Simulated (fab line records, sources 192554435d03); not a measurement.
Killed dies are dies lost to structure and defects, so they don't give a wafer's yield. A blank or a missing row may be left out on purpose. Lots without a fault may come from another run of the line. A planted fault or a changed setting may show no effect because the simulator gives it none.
Which tool did it? | flow n5_finfet | 24 lots, 72 wafers sampled, at 5 steps of a route of 1938

WHAT THE GAUGES READ, wafer by wafer
N5_BEOL_M12_CD_MEAS_17: target cd 140 nm. Usual: cd_nm 140.3 nm, standard deviation 1.6.
lot  | measured     | on        | cd_nm (nm)        | flag
L074 | day 10 23:40 | cd_sem-03 | 143.5 140.0 142.2 |
L075 | day 11 06:07 | cd_sem-02 | 139.8 138.8 139.2 |
L078 | day 11 14:00 | cd_sem-02 | 144.8 141.1 140.7 |
L076 | day 11 14:46 | cd_sem-02 | 138.8 137.5 138.4 |
L077 | day 11 16:50 | cd_sem-03 | 141.0 140.9 141.4 |
L079 | day 12 06:26 | cd_sem-02 | 139.1 141.5 141.6 |
L082 | day 12 17:10 | cd_sem-02 | 141.7 139.7 139.4 |
L080 | day 12 20:08 | cd_sem-03 | 139.4 138.3 140.3 |
L081 | day 13 00:28 | cd_sem-02 | 140.0 142.0 140.4 |
L083 | day 13 00:45 | cd_sem-03 | 138.8 140.4 139.3 |
L084 | day 13 01:01 | cd_sem-03 | 141.7 139.9 139.8 |
L085 | day 13 19:56 | cd_sem-03 | 140.9 142.3 138.8 |
L086 | day 14 06:23 | cd_sem-01 | 140.9 141.9 141.4 |
L089 | day 14 10:35 | cd_sem-03 | 139.8 139.6 141.6 |
L088 | day 14 19:01 | cd_sem-03 | 138.5 137.5 140.0 |
L087 | day 15 03:07 | cd_sem-03 | 140.8 140.8 138.6 |
L090 | day 15 03:59 | cd_sem-02 | 138.1 138.8 141.4 |
L092 | day 15 13:50 | cd_sem-01 | 140.4 140.1 141.8 |
L093 | day 15 22:42 | cd_sem-01 | 141.9 140.1 142.3 |
L094 | day 15 23:22 | cd_sem-03 | 140.8 141.1 141.1 |
L091 | day 16 03:16 | cd_sem-02 | 140.2 140.1 140.7 |
L095 | day 16 05:43 | cd_sem-02 | 139.7 138.5 139.9 |
L096 | day 16 15:11 | cd_sem-01 | 139.3 139.9 138.8 |
L097 | day 16 17:17 | cd_sem-02 | 139.9 142.6 140.2 |

N5_BEOL_M12_RS_MEAS_54: measures by four-point-probe. Usual: M12_RS 0.0602 ohm/sq, standard deviation 0.0008.
lot  | measured     | on            | M12_RS (ohm/sq)      | flag
L074 | day 11 04:10 | film_metro-02 | 0.0606 0.0605 0.0607 |
L075 | day 11 11:08 | film_metro-01 | 0.0599 0.0599 0.0592 |
L078 | day 11 19:11 | film_metro-02 | 0.0604 0.0615 0.0611 |
L076 | day 11 19:40 | film_metro-02 | 0.0602 0.0595 0.0607 |
L077 | day 11 19:58 | film_metro-02 | 0.0600 0.0587 0.0599 |
L079 | day 12 11:04 | film_metro-02 | 0.0606 0.0604 0.0607 |
L082 | day 12 20:25 | film_metro-01 | 0.0602 0.0596 0.0604 |
L080 | day 12 23:04 | film_metro-02 | 0.0616 0.0597 0.0606 |
L081 | day 13 04:38 | film_metro-02 | 0.0598 0.0585 0.0606 |
L083 | day 13 04:53 | film_metro-02 | 0.0598 0.0617 0.0591 |
L084 | day 13 05:16 | film_metro-01 | 0.0584 0.0591 0.0602 |
L085 | day 14 00:26 | film_metro-01 | 0.0608 0.0588 0.0618 |
L086 | day 14 10:23 | film_metro-02 | 0.0594 0.0595 0.0590 |
L089 | day 14 13:32 | film_metro-01 | 0.0596 0.0586 0.0605 |
L088 | day 14 22:18 | film_metro-01 | 0.0604 0.0590 0.0598 |
L087 | day 15 10:45 | film_metro-02 | 0.0622 0.0605 0.0608 |
L090 | day 15 11:01 | film_metro-01 | 0.0596 0.0598 0.0595 |
L092 | day 15 19:41 | film_metro-01 | 0.0603 0.0609 0.0592 |
L093 | day 16 01:47 | film_metro-02 | 0.0603 0.0601 0.0606 |
L094 | day 16 09:27 | film_metro-02 | 0.0602 0.0596 0.0596 |
L091 | day 16 10:09 | film_metro-02 | 0.0603 0.0595 0.0610 |
L095 | day 16 11:59 | film_metro-02 | 0.0607 0.0606 0.0593 |
L096 | day 16 18:53 | film_metro-01 | 0.0607 0.0597 0.0605 |
L097 | day 16 23:40 | film_metro-02 | 0.0590 0.0596 0.0594 |

WHICH TOOL RAN EACH LOT (tool, then ch and the chambers of the sampled wafers, then the start)
lot  | N5_BEOL_M12_STRIP_63                 | N5_BEOL_M12_PRE_CLEAN_42     | N5_BEOL_M12_DEP_53
L074 | plasma_asher-01 ch 0,1, day 10 23:27 | pvd_sputter-02, day 11 02:42 | pecvd-04 ch 0,1,2, day 11 04:05
L075 | plasma_asher-01 ch 0,1, day 11 05:54 | pvd_sputter-01, day 11 09:57 | pecvd-04 ch 0,1, day 11 11:04
L078 | plasma_asher-01 ch 0,1, day 11 13:47 | pvd_sputter-01, day 11 17:59 | pecvd-04 ch 0,1,2, day 11 19:07
L076 | plasma_asher-01 ch 0,1, day 11 14:33 | pvd_sputter-03, day 11 18:03 | pecvd-01 ch 0,1, day 11 19:35
L077 | plasma_asher-02 ch 0,1, day 11 16:37 | pvd_sputter-02, day 11 18:13 | pecvd-01 ch 0,1, day 11 19:53
L079 | plasma_asher-02 ch 0,1, day 12 06:14 | pvd_sputter-03, day 12 09:11 | pecvd-04 ch 0,1,2, day 12 11:01
L082 | plasma_asher-02 ch 0,1, day 12 16:58 | pvd_sputter-01, day 12 19:07 | pecvd-01 ch 0,1, day 12 20:21
L080 | plasma_asher-02 ch 0,1, day 12 19:56 | pvd_sputter-02, day 12 21:54 | pecvd-03 ch 1,2, day 12 23:01
L081 | plasma_asher-01 ch 0,1, day 13 00:16 | pvd_sputter-01, day 13 03:26 | pecvd-03 ch 0,1,2, day 13 04:34
L083 | plasma_asher-02 ch 0,1, day 13 00:34 | pvd_sputter-02, day 13 03:37 | pecvd-01 ch 0,1,2, day 13 04:49
L084 | plasma_asher-02 ch 0,1, day 13 00:49 | pvd_sputter-02, day 13 03:56 | pecvd-01 ch 0,2, day 13 05:13
L085 | plasma_asher-02 ch 0,1, day 13 19:44 | pvd_sputter-02, day 13 23:16 | pecvd-04 ch 0,2, day 14 00:22
L086 | plasma_asher-01 ch 0,1, day 14 06:12 | pvd_sputter-02, day 14 09:02 | pecvd-03 ch 1,2, day 14 10:19
L089 | plasma_asher-01 ch 0,1, day 14 10:17 | pvd_sputter-03, day 14 12:18 | pecvd-04 ch 0,1,2, day 14 13:28
L088 | plasma_asher-01 ch 0,1, day 14 18:49 | pvd_sputter-03, day 14 21:04 | pecvd-03 ch 0,1,2, day 14 22:14
L087 | plasma_asher-02 ch 0,1, day 15 02:55 | pvd_sputter-02, day 15 09:23 | pecvd-03 ch 0,2, day 15 10:41
L090 | plasma_asher-01 ch 0,1, day 15 03:46 | pvd_sputter-01, day 15 09:37 | pecvd-01 ch 0,2, day 15 10:57
L092 | plasma_asher-01 ch 0,1, day 15 13:37 | pvd_sputter-03, day 15 18:31 | pecvd-04 ch 1,2, day 15 19:38
L093 | plasma_asher-02 ch 0,1, day 15 22:29 | pvd_sputter-03, day 16 00:34 | pecvd-03 ch 0,1, day 16 01:44
L094 | plasma_asher-02 ch 0,1, day 15 23:04 | pvd_sputter-03, day 16 08:17 | pecvd-03 ch 0,1, day 16 09:23
L091 | plasma_asher-02 ch 0,1, day 16 03:03 | pvd_sputter-03, day 16 08:58 | pecvd-04 ch 1,2, day 16 10:05
L095 | plasma_asher-02 ch 0,1, day 16 05:24 | pvd_sputter-02, day 16 10:45 | pecvd-01 ch 0,1,2, day 16 11:55
L096 | plasma_asher-01 ch 0,1, day 16 14:58 | pvd_sputter-02, day 16 17:40 | pecvd-03 ch 0,2, day 16 18:49
L097 | plasma_asher-01 ch 0,1, day 16 17:05 | pvd_sputter-03, day 16 22:28 | pecvd-04 ch 0,1, day 16 23:35
- N5_BEOL_M12_STRIP_63: strips in N2/H2.
- N5_BEOL_M12_PRE_CLEAN_42: time 30 s.
- N5_BEOL_M12_DEP_53: deposits SiCN from 3MS/NH3, target thk 30 nm, time 10.5 s.

WHAT THE TOOLS THEMSELVES READ (means of the sampled wafers that have a number; where no wafer has one, the mark that the record gives instead)
N5_BEOL_M12_STRIP_63. Usual: drypump_motor_current_A 5.5 A, standard deviation 0.55; heater_power_w 322 W, standard deviation 21; oes_product_au 0.693 a.u., standard deviation 0.0045; strip_time_to_endpoint_s 42.7 s, standard deviation 0.91.
lot  | tool            | drypump_motor_current_A (A) | heater_power_w (W) | oes_product_au (a.u.) | strip_time_to_endpoint_s (s) | flag
L074 | plasma_asher-01 | 6.1                         | 328                | 0.690                 | 42.7                         |
L075 | plasma_asher-01 | 6.0                         | 327                | 0.690                 | 42.2                         |
L078 | plasma_asher-01 | 5.7                         | 341                | 0.699                 | 42.2                         |
L076 | plasma_asher-01 | 5.7                         | 342                | 0.697                 | 42.7                         |
L077 | plasma_asher-02 | 5.2                         | 305                | 0.690                 | 43.5                         |
L079 | plasma_asher-02 | 5.2                         | 310                | 0.688                 | 42.4                         |
L082 | plasma_asher-02 | 5.2                         | 307                | 0.694                 | 43.3                         |
L080 | plasma_asher-02 | 5.0                         | 309                | 0.695                 | 42.8                         |
L081 | plasma_asher-01 | 5.7                         | 347                | 0.692                 | 44.0                         |
L083 | plasma_asher-02 | 5.0                         | 309                | 0.687                 | 41.6                         |
L084 | plasma_asher-02 | 5.2                         | 306                | 0.695                 | 42.7                         |
L085 | plasma_asher-02 | 5.0                         | 307                | 0.693                 | 41.6                         |
L086 | plasma_asher-01 | 6.1                         | 329                | 0.695                 | 43.0                         |
L089 | plasma_asher-01 | 6.0                         | 333                | 0.695                 | 43.1                         |
L088 | plasma_asher-01 | 6.1                         | 328                | 0.696                 | 42.6                         |
L087 | plasma_asher-02 | 5.0                         | 311                | 0.692                 | 43.0                         |
L090 | plasma_asher-01 | 5.7                         | 339                | 0.690                 | 41.8                         |
L092 | plasma_asher-01 | 6.1                         | 329                | 0.693                 | 42.6                         |
L093 | plasma_asher-02 | 5.0                         | 311                | 0.697                 | 43.6                         |
L094 | plasma_asher-02 | 5.0                         | 307                | 0.689                 | 43.0                         |
L091 | plasma_asher-02 | 5.2                         | 310                | 0.696                 | 42.4                         |
L095 | plasma_asher-02 | 5.0                         | 308                | 0.691                 | 42.1                         |
L096 | plasma_asher-01 | 6.1                         | 326                | 0.692                 | 42.9                         |
L097 | plasma_asher-01 | 6.1                         | 327                | 0.690                 | 42.6                         |

N5_BEOL_M12_PRE_CLEAN_42. Usual: heater_power_w 339 W, standard deviation 38.
lot  | tool           | heater_power_w (W) | flag
L074 | pvd_sputter-02 | 341                |
L075 | pvd_sputter-01 | 353                |
L078 | pvd_sputter-01 | 316                |
L076 | pvd_sputter-03 | 338                |
L077 | pvd_sputter-02 | 329                |
L079 | pvd_sputter-03 | 322                |
L082 | pvd_sputter-01 | 339                |
L080 | pvd_sputter-02 | 386                |
L081 | pvd_sputter-01 | 325                |
L083 | pvd_sputter-02 | 380                |
L084 | pvd_sputter-02 | 390                |
L085 | pvd_sputter-02 | 364                |
L086 | pvd_sputter-02 | 351                |
L089 | pvd_sputter-03 | 324                |
L088 | pvd_sputter-03 | 321                |
L087 | pvd_sputter-02 | 359                |
L090 | pvd_sputter-01 | 339                |
L092 | pvd_sputter-03 | 324                |
L093 | pvd_sputter-03 | 332                |
L094 | pvd_sputter-03 | 327                |
L091 | pvd_sputter-03 | 336                |
L095 | pvd_sputter-02 | 311                |
L096 | pvd_sputter-02 | 316                |
L097 | pvd_sputter-03 | 326                |

N5_BEOL_M12_DEP_53. Usual: chamber_pressure_Torr 3.000 Torr, standard deviation 0.0078; showerhead_plenum_p_Torr 4.152 Torr, standard deviation 0.027; throttle_valve_pct 18.5 %, standard deviation 0.83.
lot  | tool     | chamber_pressure_Torr (Torr) | showerhead_plenum_p_Torr (Torr) | throttle_valve_pct (%) | flag
L074 | pecvd-04 | 3.004                        | 4.149                           | 18.5                   |
L075 | pecvd-04 | 3.000                        | 4.136                           | 19.0                   |
L078 | pecvd-04 | 2.998                        | 4.139                           | 18.4                   |
L076 | pecvd-01 | 3.006                        | 4.160                           | 18.7                   |
L077 | pecvd-01 | 3.005                        | 4.155                           | 18.8                   |
L079 | pecvd-04 | 3.004                        | 4.144                           | 18.5                   |
L082 | pecvd-01 | 2.999                        | 4.174                           | 19.2                   |
L080 | pecvd-03 | 3.005                        | 4.154                           | 18.5                   |
L081 | pecvd-03 | 2.996                        | 4.150                           | 18.6                   |
L083 | pecvd-01 | 3.001                        | 4.170                           | 18.1                   |
L084 | pecvd-01 | 2.993                        | 4.147                           | 17.8                   |
L085 | pecvd-04 | 2.990                        | 4.120                           | 18.5                   |
L086 | pecvd-03 | 3.004                        | 4.157                           | 18.6                   |
L089 | pecvd-04 | 2.998                        | 4.143                           | 18.5                   |
L088 | pecvd-03 | 3.000                        | 4.151                           | 18.5                   |
L087 | pecvd-03 | 2.999                        | 4.134                           | 18.3                   |
L090 | pecvd-01 | 2.999                        | 4.164                           | 17.2                   |
L092 | pecvd-04 | 2.995                        | 4.148                           | 18.1                   |
L093 | pecvd-03 | 2.996                        | 4.150                           | 18.7                   |
L094 | pecvd-03 | 3.003                        | 4.148                           | 18.7                   |
L091 | pecvd-04 | 3.020                        | 4.162                           | 18.8                   |
L095 | pecvd-01 | 3.002                        | 4.172                           | 18.3                   |
L096 | pecvd-03 | 2.998                        | 4.133                           | 18.4                   |
L097 | pecvd-04 | 3.003                        | 4.160                           | 19.2                   |

THE ANSWER, worked out from the rows above alone
Rule: a lot is off if the mean of its wafers that have a number lies more than 3 standard deviations from the usual mean. A lot without any number at a reading at which 4 lots or more have one is off too. The other lots that the step has rows for count as sound. The gauges are gone through in route order, then the tools' own readings, and for those a lot's mean is taken as printed above. The first step at which some lot is off is used, and at that step the reading that is off furthest; a lot without a number counts as furthest.
No lot is off at any reading shown: from this, nothing can be told.

WHAT THE SIMULATOR HAD PUT IN
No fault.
